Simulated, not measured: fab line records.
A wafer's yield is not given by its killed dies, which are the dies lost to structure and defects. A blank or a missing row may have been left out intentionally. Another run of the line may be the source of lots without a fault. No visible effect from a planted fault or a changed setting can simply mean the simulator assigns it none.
Matching of chambers :: flow nand harc :: 4 sister chambers for NHARC_A_BONDPAD_ETCH_12 on rie diel-09
The step etches the open film in CHF3/O2, target depth 220 nm, time 110 s. 4 wafers are shown with their chamber, then 7 later ones without.

## EACH WAFER AND ITS CHAMBER
wafer: L575.2
chamber: 0
showerhead plenum p Torr (Torr): 2.26

wafer: L575.3
chamber: 2
showerhead plenum p Torr (Torr): 2.38

wafer: L574.1
chamber: 3
showerhead plenum p Torr (Torr): 2.33

wafer: L574.3
chamber: 1
showerhead plenum p Torr (Torr): 2.40

## WAFERS WITHOUT THEIR CHAMBER
wafer: L574.5
showerhead plenum p Torr (Torr): 2.40

wafer: L577.3
showerhead plenum p Torr (Torr): 2.33

wafer: L577.5
showerhead plenum p Torr (Torr): 2.32

wafer: L577.6
showerhead plenum p Torr (Torr): 2.25

wafer: L576.3
showerhead plenum p Torr (Torr): 2.25

wafer: L576.4
showerhead plenum p Torr (Torr): 2.32

wafer: L576.6
showerhead plenum p Torr (Torr): 2.25

## WHICH CHAMBER EACH WENT THROUGH
wafer: L574.5
from the rows above: 1
in truth: 1

wafer: L577.3
from the rows above: 3
in truth: 3

wafer: L577.5
from the rows above: 3
in truth: 3

wafer: L577.6
from the rows above: 0
in truth: 0

wafer: L576.3
from the rows above: 0
in truth: 0

wafer: L576.4
from the rows above: 3
in truth: 3

wafer: L576.6
from the rows above: 0
in truth: 0
Correct placement for 7 of the 7. Can't be placed from these rows: 0. Number placed wrongly: 0.
How it was worked out, from the rows above alone: a wafer's distance from a chamber is the root of the sum, over the readings, of the square of ((its reading less the chamber's mean) divided by the reading's scatter). If the next closest chamber is less than 2 further off than the closest, the wafer can't be placed; otherwise it belongs to the closest. The mean given for a chamber averages the wafers shown for that chamber. The scatter: with one shown wafer a chamber, the root of the mean of the squares of how far each hidden wafer lies from its nearest shown one.
